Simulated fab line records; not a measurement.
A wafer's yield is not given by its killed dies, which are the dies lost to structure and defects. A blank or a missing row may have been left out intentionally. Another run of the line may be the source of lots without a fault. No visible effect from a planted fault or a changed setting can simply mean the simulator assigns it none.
Which tool was responsible? | flow n5 finfet | 27 wafers from 9 lots sampled at 6 of the route's 1938 steps

== WHAT EACH GAUGE READ, for each wafer ==
N5_SD_EPI_P_INSPECT_26: inspects for defects (darkfield).
lot  | measured    | on                | raw defect count
L932 | day 3 16:04 | defect inspect-01 | 143 143 108
L935 | day 4 09:04 | defect inspect-01 | 175 146 160
L940 | day 5 13:39 | defect inspect-01 | 148 124 135
L941 | day 5 20:15 | defect inspect-01 | 443 157 199
L944 | day 6 16:24 | defect inspect-01 | 443 150 148
L950 | day 8 02:59 | defect inspect-01 | 203 149 186
L952 | day 8 13:49 | defect inspect-01 | 123 149 139
L953 | day 9 01:23 | defect inspect-02 | 167 183 141
L954 | day 9 04:37 | defect inspect-01 | 188 153 190

N5_BEOL_M4_RC_MEAS_101.
lot  | measured     | on        | DIBL_N (mV/V)  | DIBL_P (mV/V)  | IOFF_N (nA/um) | IOFF_P (nA/um) | ION_N (uA/um) | ION_P (uA/um) | SS_N (mV/dec)  | SS_P (mV/dec)  | VT_N (mV)   | VT_P (mV)
L932 | day 8 20:34  | prober-02 | 38.5 38.2 37.8 | 39.0 39.0 37.4 | 0.19 0.21 0.19 | 0.25 0.24 0.22 | 671 675 667   | 461 460 457   | 71.5 71.9 72.0 | 73.3 74.6 73.4 | 250 245 250 | -250 -250 -249
L935 | day 9 22:57  | prober-02 | 34.1 36.1 33.6 | 34.9 36.7 34.7 | 0.11 0.13 0.11 | 0.15 0.18 0.15 | 642 654 647   | 447 443 446   | 71.1 71.3 70.5 | 73.3 72.7 72.5 | 257 257 256 | -253 -252 -255
L940 | day 10 21:43 | prober-01 | 35.9 35.4 37.8 | 35.9 35.4 37.7 | 0.17 0.15 0.20 | 0.25 0.24 0.29 | 683 667 672   | 479 470 474   | 71.0 72.1 71.9 | 72.7 72.2 73.1 | 246 250 245 | -243 -244 -243
L941 | day 10 23:26 | prober-01 | 36.1 34.9 35.9 | 37.0 35.6 35.9 | 0.14 0.12 0.13 | 0.20 0.18 0.19 | 658 649 659   | 454 449 455   | 70.6 71.2 71.2 | 73.7 73.3 73.3 | 254 256 251 | -250 -251 -254
L944 | day 12 07:16 | prober-01 | 34.9 35.1 34.5 | 37.2 36.2 36.0 | 0.14 0.13 0.13 | 0.22 0.19 0.19 | 669 664 674   | 465 460 463   | 70.8 71.2 71.3 | 73.9 74.0 73.4 | 252 255 250 | -251 -253 -253
L950 | day 13 12:44 | prober-02 | 39.0 38.3 39.3 | 38.1 37.9 38.2 | 0.20 0.18 0.21 | 0.21 0.22 0.22 | 679 678 677   | 459 469 456   | 72.0 72.0 72.1 | 72.6 73.0 73.0 | 248 247 248 | -252 -251 -249
L952 | day 13 14:30 | prober-02 | 38.1 39.6 37.0 | 36.4 38.4 35.7 | 0.17 0.20 0.15 | 0.25 0.29 0.23 | 687 671 683   | 471 462 470   | 71.4 72.5 70.7 | 73.9 73.2 73.3 | 247 250 249 | -248 -247 -248
L953 | day 14 18:44 | prober-02 | 37.6 36.9 36.6 | 38.4 37.5 37.7 | 0.18 0.16 0.16 | 0.24 0.22 0.23 | 684 671 676   | 467 460 469   | 72.0 71.8 71.8 | 72.7 73.1 73.9 | 248 249 249 | -250 -254 -251
L954 | day 15 19:44 | prober-01 | 36.6 36.8 35.9 | 36.4 35.9 35.0 | 0.15 0.16 0.14 | 0.19 0.20 0.18 | 669 682 670   | 454 464 455   | 71.8 71.9 71.6 | 72.8 73.6 73.4 | 251 248 251 | -252 -253 -254

== EACH LOT AND THE TOOL THAT RAN IT (in order: tool; ch and the chambers of the sampled wafers; start) ==
lot  | N5_SD_EPI_P_ETCH_37               | N5_SD_EPI_P_ETCH_16               | N5_SD_EPI_P_PRECLEAN_24            | N5_SD_ACTIVATION_LSA_01
L932 | rie diel-05 ch 0,2, day 3 12:25   | rie diel-05 ch 0,2, day 3 12:56   | wet bench-06 ch 1,4,7, day 3 15:59 | laser anneal-02 ch 0, day 3 16:19
L935 | rie diel-06 ch 0,2,3, day 4 04:35 | rie diel-06 ch 0,2,3, day 4 05:06 | wet bench-06 ch 3,4,6, day 4 08:59 | laser anneal-01 ch 0, day 4 09:20
L940 | rie diel-03 ch 1,3, day 5 10:01   | rie diel-03 ch 1,3, day 5 10:32   | wet bench-05 ch 1,2,4, day 5 13:35 | laser anneal-02 ch 0, day 5 13:53
L941 | rie diel-06 ch 0,2, day 5 16:37   | rie diel-06 ch 0,2, day 5 17:09   | wet bench-06 ch 2,3,4, day 5 20:11 | laser anneal-01 ch 0, day 5 20:35
L944 | rie diel-05 ch 0,1,3, day 6 12:46 | rie diel-05 ch 0,1,3, day 6 13:17 | wet bench-06 ch 2,3,5, day 6 16:20 | laser anneal-02 ch 0, day 6 16:41
L950 | rie diel-03 ch 1,2,3, day 7 23:04 | rie diel-03 ch 1,2,3, day 7 23:36 | wet bench-05 ch 0,2,6, day 8 02:55 | laser anneal-01 ch 0, day 8 03:13
L952 | rie diel-03 ch 1,3, day 8 10:12   | rie diel-03 ch 1,3, day 8 10:43   | wet bench-05 ch 2,6,7, day 8 13:46 | laser anneal-01 ch 0, day 8 14:10
L953 | rie diel-03 ch 0,2, day 8 21:45   | rie diel-03 ch 0,2, day 8 22:16   | wet bench-06 ch 0,3,5, day 9 01:19 | laser anneal-02 ch 0, day 9 01:37
L954 | rie diel-03 ch 1,2,3, day 9 00:59 | rie diel-03 ch 1,2,3, day 9 01:31 | wet bench-04 ch 0,1,3, day 9 04:33 | laser anneal-02 ch 0, day 9 04:51
- N5_SD_EPI_P_ETCH_37: etches SOC in N2/H2, overetch 108 nm, time 486 s.
- N5_SD_EPI_P_ETCH_16: etches SiO2 in CHF3/O2, target depth 5 nm.
- N5_SD_EPI_P_PRECLEAN_24: cleans in O3/DIW, time 45 s.
- N5_SD_ACTIVATION_LSA_01: time 0.0008 s.

== AS READ BY THE TOOLS THEMSELVES (means over the sampled wafers that have a number; for cases with no such wafer, the mark the record gives instead) ==
N5_SD_EPI_P_ETCH_37.
lot  | tool        | drypump motor current A (A) | oes product au (a.u.) | rf vpp V (V) | showerhead plenum p Torr (Torr) | throttle valve pct (%)
L932 | rie diel-05 | 5.1                         | 0.78                  | 241.0        | 2.57                            | 23.49
L935 | rie diel-06 | 5.9                         | 0.71                  | 242.0        | 2.63                            | 23.75
L940 | rie diel-03 | 5.3                         | 0.80                  | 240.9        | 2.54                            | 23.40
L941 | rie diel-06 | 6.0                         | 0.70                  | 241.1        | 2.60                            | 23.97
L944 | rie diel-05 | 6.1                         | 0.65                  | 240.6        | 2.52                            | 23.91
L950 | rie diel-03 | 5.5                         | 0.73                  | 240.5        | 2.52                            | 23.48
L952 | rie diel-03 | 5.3                         | 0.77                  | 239.7        | 2.53                            | 23.43
L953 | rie diel-03 | 5.9                         | 0.67                  | 240.3        | 2.47                            | 23.45
L954 | rie diel-03 | 5.5                         | 0.73                  | 240.6        | 2.52                            | 23.49

N5_SD_EPI_P_ETCH_16.
lot  | tool        | CHF3_flow_sccm (sccm) | drypump motor current A (A) | oes product au (a.u.) | rf vpp V (V) | showerhead plenum p Torr (Torr) | throttle valve pct (%)
L932 | rie diel-05 | 49.87                 | 5.1                         | 0.87                  | 516          | 2.45                            | 18.82
L935 | rie diel-06 | 49.97                 | 5.9                         | 0.80                  | 526          | 2.49                            | 18.86
L940 | rie diel-03 | 49.93                 | 5.3                         | 0.91                  | 507          | 2.43                            | 18.72
L941 | rie diel-06 | 49.89                 | 6.0                         | 0.79                  | 518          | 2.46                            | 18.95
L944 | rie diel-05 | 49.90                 | 6.1                         | 0.72                  | 527          | 2.39                            | 18.92
L950 | rie diel-03 | 49.88                 | 5.5                         | 0.82                  | 516          | 2.41                            | 18.74
L952 | rie diel-03 | 49.99                 | 5.3                         | 0.86                  | 507          | 2.43                            | 18.76
L953 | rie diel-03 | 50.02                 | 5.9                         | 0.75                  | 530          | 2.34                            | 18.63
L954 | rie diel-03 | 49.96                 | 5.5                         | 0.81                  | 515          | 2.40                            | 18.74

N5_SD_ACTIVATION_LSA_01.
lot  | tool            | wafer_temp_C_max
L932 | laser anneal-02 | 1083.9
L935 | laser anneal-01 | 1082.1
L940 | laser anneal-02 | 1084.4
L941 | laser anneal-01 | 1082.5
L944 | laser anneal-02 | 1083.9
L950 | laser anneal-01 | 1082.1
L952 | laser anneal-01 | 1083.1
L953 | laser anneal-02 | 1084.1
L954 | laser anneal-02 | 1085.2

== THE ANSWER, worked out from the rows above alone ==
Rule: the usual values come from the lots themselves. Put in order of their means at a reading, lots are off if they are a third of the lots or fewer, leave a main group of 4 or more, and stand apart from it by a gap of 3 or more times the standard deviation of the main group's means; of several such gaps the widest counts. A main group is skipped when, at the precision printed for the reading in the tables above, its means are all equal. A lot without any number at a reading at which 4 lots or more have one is off too. All remaining lots with rows at the step are treated as sound. Order of review: gauges by route order, followed by the tools' own readings, for which a lot's mean as printed above is used. At the first step where some lot is off, the reading lying furthest off is the one used; lots without a number count as furthest.
Off at N5_SD_EPI_P_INSPECT_26 (raw defect count): L941, L944. The main group has a mean of 155 with a standard deviation of 19.
A tool fits if, at a process step before that reading, it ran every lot that is off, and no sound lot after the first of them. The gauges at N5_SD_EPI_P_INSPECT_26 aren't tried: what is off there is off at N5_SD_EPI_P_ETCH_37 too, on other tools, and a gauge's error can't cause that. Not one of the candidates tried fits.

== WHAT THE SIMULATOR HAD PUT IN ==
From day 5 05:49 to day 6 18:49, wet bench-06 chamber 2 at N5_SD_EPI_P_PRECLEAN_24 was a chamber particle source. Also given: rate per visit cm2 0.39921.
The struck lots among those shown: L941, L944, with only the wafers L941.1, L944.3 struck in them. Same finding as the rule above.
